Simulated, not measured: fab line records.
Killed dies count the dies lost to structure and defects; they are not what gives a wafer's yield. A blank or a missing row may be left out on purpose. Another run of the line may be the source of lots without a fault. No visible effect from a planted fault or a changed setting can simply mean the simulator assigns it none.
Which tool is to blame? -- flow n5-finfet -- at 1 step of a route of 1938, 7 lots with 21 wafers sampled

== WHAT THE GAUGES READ, wafer by wafer ==
N5_PMOS_HMC_CHANNEL_EPI_THK_MEAS_22.
lot,measured,on,HMC_CMP_THK (nm)
L949,day 2 14:15,film-metro-01,52.6 54.1 54.3
L951,day 3 03:07,film-metro-01,53.3 52.2 52.7
L953,day 3 13:59,film-metro-02,53.7 53.2 53.0
L956,day 4 08:08,film-metro-01,53.2 54.2 54.2
L965,day 6 20:18,film-metro-01,53.4 54.4 53.3
L967,day 7 02:17,film-metro-01,53.0 52.6 54.2
L969,day 7 13:23,film-metro-02,54.2 54.3 53.5

== TOOL THAT RAN EACH LOT (tool first, then ch and the chambers of the sampled wafers, then the start) ==
Before these readings, the record contains no process step.

== THE ANSWER, worked out from the rows above alone ==
Rule: the lots themselves supply what counts as usual. The widest of any qualifying gaps counts: lots, ordered by their means at a reading, are off when they make up no more than a third of the lots, leave a main group of 4 or more, and stand apart from it by 3 or more times the standard deviation of that group's means. The tables above print the reading to a certain number of digits; a main group whose means all agree to those digits is not used. A lot without any number at a reading at which 4 lots or more have one is off too. The other lots that the step has rows for count as sound.
No lot is off on any of the readings shown, so nothing can be concluded from this.

== WHAT THE SIMULATOR HAD INSERTED ==
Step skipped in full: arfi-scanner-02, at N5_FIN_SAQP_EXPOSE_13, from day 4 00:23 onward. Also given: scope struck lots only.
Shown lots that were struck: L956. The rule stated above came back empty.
